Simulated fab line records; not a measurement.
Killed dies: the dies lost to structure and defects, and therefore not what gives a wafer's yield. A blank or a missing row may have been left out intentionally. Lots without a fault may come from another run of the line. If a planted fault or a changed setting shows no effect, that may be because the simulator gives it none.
A struck lot beside a sound one ; flow nand_harc ; 25 steps out of a route of 1302
Sound: these wafers, L546.3, L546.4, L546.6. Struck: wafer L537.6 (left out: L537.2, a lot-mate that was not struck); the cause follows at the end.
For every step that has rows: the tool of each side, followed by ch and its chambers, followed by its first start. Under that, the readings that differ: sound wafers ; struck wafers ; difference of the means ; sigmas: that difference in standard deviations of wafers without a fault.
alike: words and numbers the same on both sides, and readings whose means are apart by under 2 such deviations; not compared: readings that were withheld, readings missing a value for some wafer, numbers with overlapping values and no deviation given by the record, and bounds like >300 which may hide the same value.
The two part at a step that has a row with sigmas, a row that says differs or no value, or rows on one side only. Non-overlapping numbers with no deviation appear without sigmas and do not part them. A reading that every wafer of one side lacks parts them only if that side has two wafers or more.

first, 5 steps without rows for these wafers: NHARC_P_GATE_PRECLEAN_71 (cleans in SC1); NHARC_P_GATE_SRD_72; NHARC_P_GATE_OXIDE_16 (material SiO2, target thk 3 nm, ox time 392 s); NHARC_P_GATE_CVD_17 (deposits poly-Si, target thk 150 nm, time 900 s); NHARC_P_GATE_HM_DEP_102 (deposits aC, target thk 120 nm).
NHARC_P_GATE_DEP_103: deposits SiON, target thk 30 nm.
  sound on pecvd-02 ch 1,2, day 13 15:25; struck on pecvd-02 ch 2, day 9 19:09
  alike: heater_power_w
then, 6 steps without rows for these wafers: NHARC_P_GATE_DEHYDRATE_18 (time 120 s); NHARC_P_GATE_HMDS_19 (time 30 s); NHARC_P_GATE_COAT_20 (resist thk 90 nm); NHARC_P_GATE_SOFTBAKE_21 (time 55 s); NHARC_P_GATE_EBR_22; NHARC_P_GATE_EXPOSE_23 (exposes mask P GATE, target cd 120 nm).
NHARC_P_GATE_PEB_24: peb time 65 s.
  sound on litho_track-04 ch 0, day 13 16:01; struck on litho_track-01 ch 0, day 9 19:36
reading;sound;struck;difference;sigmas
heater_power_total_W (W);157.0 157.0 156.7;166.6;+9.7;+23
then, 1 step without rows for these wafers: NHARC_P_GATE_DEVELOP_25 (develop time 35 s).
NHARC_P_GATE_CD_MEAS_26: target cd 120 nm.
  sound on cd_sem-01 ch 0, day 13 16:05; struck on cd_sem-01 ch 0, day 9 19:41
reading;sound;struck;difference;sigmas
cd_nm (nm);119.5 119.6 120.2;123.5;+3.7;+7
NHARC_P_GATE_OVL_MEAS_27:
  struck on overlay-02, day 9 19:46; sound on overlay-02, day 13 16:11
  alike: overlay_x_nm, overlay_y_nm
NHARC_P_GATE_INSPECT_28:
  struck on defect_inspect-01, day 9 19:48; sound on defect_inspect-02, day 13 16:13
  alike: raw_defect_count
NHARC_P_GATE_DESCUM_31: chemistry O2, time 3 s.
  sound on rie_diel-02 ch 1,2, day 13 16:16; struck on rie_diel-05 ch 1, day 9 19:52
reading;sound;struck;difference;sigmas
rf_vpp_V (V);57.1 57.1 57.0;59.2;+2.1;+2
model.P_GATE.cd_nm (nm);119.4 119.6 120.2;123.7;+4.0;
  alike: drypump_motor_current_A, oes_product_au, showerhead_plenum_p_Torr, throttle_valve_pct
  not compared: rf_hours_counter_h
NHARC_P_GATE_ETCH_104: etches the open film in CF4/CHF3, target depth 60 nm.
  sound on rie_diel-02 ch 0,2,3, day 13 16:22; struck on rie_diel-05 ch 3, day 9 19:58
reading;sound;struck;difference;sigmas
drypump_motor_current_A (A);5.3 5.6 6.2;5.0;-0.7;-2
rf_vpp_V (V);369.3 371.5 373.5;366.9;-4.5;-2
  alike: oes_product_au, showerhead_plenum_p_Torr, throttle_valve_pct
NHARC_P_GATE_HM_OPEN_105: chemistry O2/COS, target depth 360 nm.
  sound: rie_diel-02 ch 0,2,3; struck: rie_diel-05 ch 3
  alike: drypump_motor_current_A, oes_product_au, rf_vpp_V, showerhead_plenum_p_Torr, throttle_valve_pct
  not compared: rf_hours_counter_h
then, 1 step without rows for these wafers: NHARC_P_GATE_STRIP_106 (strips in O2/COS).
NHARC_P_GATE_ETCH_114: etches the open film in CF4/O2, target depth 30 nm, overetch 3 nm, time 16.5 s.
  sound: rie_diel-02 ch 0,1,2; struck: rie_diel-05 ch 1
  alike: drypump_motor_current_A, oes_product_au, rf_vpp_V, showerhead_plenum_p_Torr, throttle_valve_pct
  not compared: rf_hours_counter_h
NHARC_P_GATE_ETCH_32: etches the open film in HBr/Cl2, target depth 150 nm, time 100.1 s.
  sound on rie_si-05 ch 0,2,3, day 13 16:45; struck on rie_si-06 ch 3, day 9 20:23
reading;sound;struck;difference;sigmas
drypump_motor_current_A (A);5.7 5.0 5.6;6.5;+1.1;+2
model.P_GATE.cd_nm (nm);120 122.3 121.7;124.8;+3.5;
  alike: oes_product_au, throttle_valve_pct
  not compared: rf_hours_counter_h
NHARC_P_GATE_STRIP_108: strips in O2.
  sound on rie_diel-02 ch 0,3, day 13 16:53; struck on rie_diel-02 ch 1, day 9 20:30
reading;sound;struck;difference;sigmas
rf_vpp_V (V);57.7 57.1 57.9;60.3;+2.7;+3
  alike: drypump_motor_current_A, oes_product_au, showerhead_plenum_p_Torr, throttle_valve_pct
  not compared: rf_hours_counter_h
NHARC_END_SORT_01:
  the record has rows for the sound wafers here (prober-01 ch 0, day 34 14:40) and none for the struck ones

## WHERE THEY PART
Earliest at NHARC_P_GATE_PEB_24; latest, in this record, at NHARC_END_SORT_01.

WHY: what had been put in by the simulator
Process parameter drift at NHARC_P_GATE_PEB_24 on litho_track-01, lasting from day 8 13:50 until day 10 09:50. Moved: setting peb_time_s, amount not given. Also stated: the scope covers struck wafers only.
